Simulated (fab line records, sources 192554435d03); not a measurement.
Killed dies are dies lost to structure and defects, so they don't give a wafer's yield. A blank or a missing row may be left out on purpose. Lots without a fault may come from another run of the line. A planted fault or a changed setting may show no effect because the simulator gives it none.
Split-lot experiment | flow n5_finfet | 7 lots, 21 wafers read, on a route of 1938 steps

THE SPLIT
At N5_PASSIVATION_PASS_ETCH_47 (etches SiNx in CF4/O2, target depth 770 nm, time 385 s), the setting time_s was moved away from the recipe's 385 s on 6 of the 21 wafers read, by -15.8% to +20.6%. The other wafers ran this setting at the recipe's value.

The reading is taken at the split's own step.

THE READING
etch.depth_nm (the simulator's own value, which no gauge read), in nm, at N5_PASSIVATION_PASS_ETCH_47 (etches SiNx in CF4/O2, target depth 770 nm, time 385 s). The file gives no usual value for it. The 15 wafers here that ran the recipe average 749.8 nm, standard deviation 13 nm.

wafer  | tool, chamber at the split | time_s as run, s | against the recipe | etch.depth_nm, nm | against lot-mates on the recipe
L081.1 | rie_diel-02, 3             | 385              | recipe             | 742.7             | -
L081.5 | rie_diel-02, 1             | 385              | recipe             | 739.5             | -
L081.6 | rie_diel-02, 0             | 385              | recipe             | 737.8             | -
L079.1 | rie_diel-04, 1             | 385              | recipe             | 764.6             | -
L079.3 | rie_diel-04, 2             | 385              | recipe             | 770.6             | -
L079.4 | rie_diel-04, 0             | 385              | recipe             | 735.2             | -
L077.3 | rie_diel-02, 0             | 385              | recipe             | 745.3             | -
L077.5 | rie_diel-02, 2             | 385              | recipe             | 764.3             | -
L077.6 | rie_diel-02, 3             | 385              | recipe             | 748.5             | -
L080.2 | rie_diel-02, 2             | 385              | recipe             | 765               | -
L080.5 | rie_diel-02, 1             | 440.2            | +14.3%             | 851.8             | +86.8
L080.6 | rie_diel-02, 0             | 440.2            | +14.3%             | 849.3             | +84.3
L085.1 | rie_diel-06, 0             | 385              | recipe             | 761.8             | -
L085.2 | rie_diel-06, 3             | 464.3            | +20.6%             | 928.6             | +180.1
L085.5 | rie_diel-06, 1             | 385              | recipe             | 735.3             | -
L086.1 | rie_diel-02, 3             | 385              | recipe             | 730.4             | -
L086.5 | rie_diel-02, 2             | 385              | recipe             | 748.8             | -
L086.6 | rie_diel-02, 1             | 330.7            | -14.1%             | 639               | -100.6
L088.1 | rie_diel-06, 0             | 324              | -15.8%             | 634.8             | -122.1
L088.2 | rie_diel-06, 3             | 385              | recipe             | 756.9             | -
L088.5 | rie_diel-06, 1             | 324              | -15.8%             | 615.8             | -141.1

THE FIT
A straight line over all 21 wafers: etch.depth_nm changes by +7.86 nm for each +1% of time_s; r = +0.98; the points scatter about the line by 13 nm.
The same after taking each lot's own level away (the mean of its wafers on the recipe; 21 wafers): +7.65 nm for each +1%; r = +0.98; scatter 14 nm.
On that fit, the largest move of time_s shifts the reading by 1.6e+02 nm.
The lots' own levels span 739.60 to 765.00 nm, that is 2.0 times the standard deviation above.
So the lot-to-lot level changes the slope little: the two slopes agree.
Check: with one of the wafers moved furthest among these (+20.6%) left out of the fit, the line predicts +144 nm for it against its lot-mates. It came out at +180 nm against them.

OTHER SPLITS ON THESE WAFERS
These wafers also went through other splits before the reading. Each is held against what the fit with the lots' levels taken away leaves over:
other split on the same wafers | wafers away from the commonest value | r with etch.depth_nm (lot level and that fit taken away)
N5_MIM_BOT_SPUTTER_00 time_s   | 8                                    | +0.09
N5_PASSIVATION_PECVD_53 time_s | 4                                    | +0.29
N5_PASSIVATION_PECVD_35 time_s | 5                                    | -0.55

THE FILE'S OWN FIT
etch.depth_nm changes by +7.82 nm for each +1% of time_s, r = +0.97.
